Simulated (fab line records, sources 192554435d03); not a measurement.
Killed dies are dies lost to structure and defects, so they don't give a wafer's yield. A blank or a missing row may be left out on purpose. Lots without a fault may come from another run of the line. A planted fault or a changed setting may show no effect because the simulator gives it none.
Chamber matching | flow n5_finfet | N5_FIN_SAQP_HM_OPEN_33 on rie_diel-05: 4 sister chambers
The step chemistry CH3F/O2, target SiNx, target depth 49.4 nm, time 70.6 s. 20 wafers are shown with their chamber, then 10 later ones without.

WAFERS WITH THEIR CHAMBER
wafer  | chamber | drypump_motor_current_A (A) | showerhead_plenum_p_Torr (Torr) | throttle_valve_pct (%)
L075.1 | 3       | 5.8                         | 1.996                           | 16.66
L075.2 | 1       | 6.0                         | 1.983                           | 16.36
L075.3 | 0       | 5.0                         | 1.990                           | 16.27
L081.3 | 2       | 5.1                         | 1.920                           | 16.35
L081.5 | 3       | 5.7                         | 1.991                           | 16.67
L081.6 | 2       | 5.2                         | 1.920                           | 16.35
L082.1 | 3       | 5.7                         | 1.990                           | 16.70
L082.3 | 1       | 6.0                         | 1.978                           | 16.40
L082.5 | 1       | 6.0                         | 1.978                           | 16.39
L087.2 | 1       | 6.0                         | 1.975                           | 16.43
L087.3 | 0       | 5.1                         | 1.981                           | 16.32
L087.6 | 3       | 5.7                         | 1.987                           | 16.71
L088.2 | 0       | 5.1                         | 1.981                           | 16.31
L088.4 | 3       | 5.7                         | 1.987                           | 16.72
L088.6 | 1       | 6.0                         | 1.974                           | 16.42
L091.1 | 0       | 5.1                         | 1.979                           | 16.32
L091.4 | 1       | 6.0                         | 1.972                           | 16.42
L091.6 | 1       | 6.0                         | 1.973                           | 16.42
L093.1 | 2       | 5.1                         | 1.911                           | 16.40
L093.3 | 3       | 5.7                         | 1.983                           | 16.76

SIGNATURES (means of the wafers above)
reading                  | chamber 0 | chamber 1 | chamber 2 | chamber 3 | scatter within a chamber
drypump_motor_current_A  | 5.075     | 6.000     | 5.133     | 5.717     | 0.0375
showerhead_plenum_p_Torr | 1.98275   | 1.97614   | 1.91700   | 1.98900   | 0.00441
throttle_valve_pct       | 16.3050   | 16.4057   | 16.3667   | 16.7033   | 0.029
Rule: a wafer's distance from a chamber is the root of the sum, over the readings, of the square of ((its reading less the chamber's mean) divided by the reading's scatter). The wafer belongs to the nearest chamber; if the next one is less than 2 further off, it can't be placed. The scatter: the root of (the sum of the squares of (reading less its chamber's mean) over the shown wafers, divided by (wafers less chambers)).

WAFERS WITHOUT THEIR CHAMBER
wafer  | drypump_motor_current_A (A) | showerhead_plenum_p_Torr (Torr) | throttle_valve_pct (%)
L093.4 | 6.0                         | 1.971                           | 16.44
L095.2 | 6.0                         | 1.969                           | 16.47
L095.5 | 5.1                         | 1.977                           | 16.33
L095.6 | 6.0                         | 1.969                           | 16.45
L096.1 | 6.0                         | 1.969                           | 16.45
L096.2 | 5.2                         | 1.909                           | 16.41
L096.3 | 5.7                         | 1.981                           | 16.77
L097.1 | 5.1                         | 1.977                           | 16.34
L097.2 | 5.1                         | 1.909                           | 16.41
L097.4 | 6.0                         | 1.968                           | 16.45

WHICH CHAMBER EACH WENT THROUGH
wafer  | from the rows above | in truth
L093.4 | 1                   | 1
L095.2 | 1                   | 1
L095.5 | 0                   | 0
L095.6 | 1                   | 1
L096.1 | 1                   | 1
L096.2 | 2                   | 2
L096.3 | 3                   | 3
L097.1 | 0                   | 0
L097.2 | 2                   | 2
L097.4 | 1                   | 1
Placed correctly: 10 of 10. Can't be placed from these rows: 0. Placed wrongly: 0.
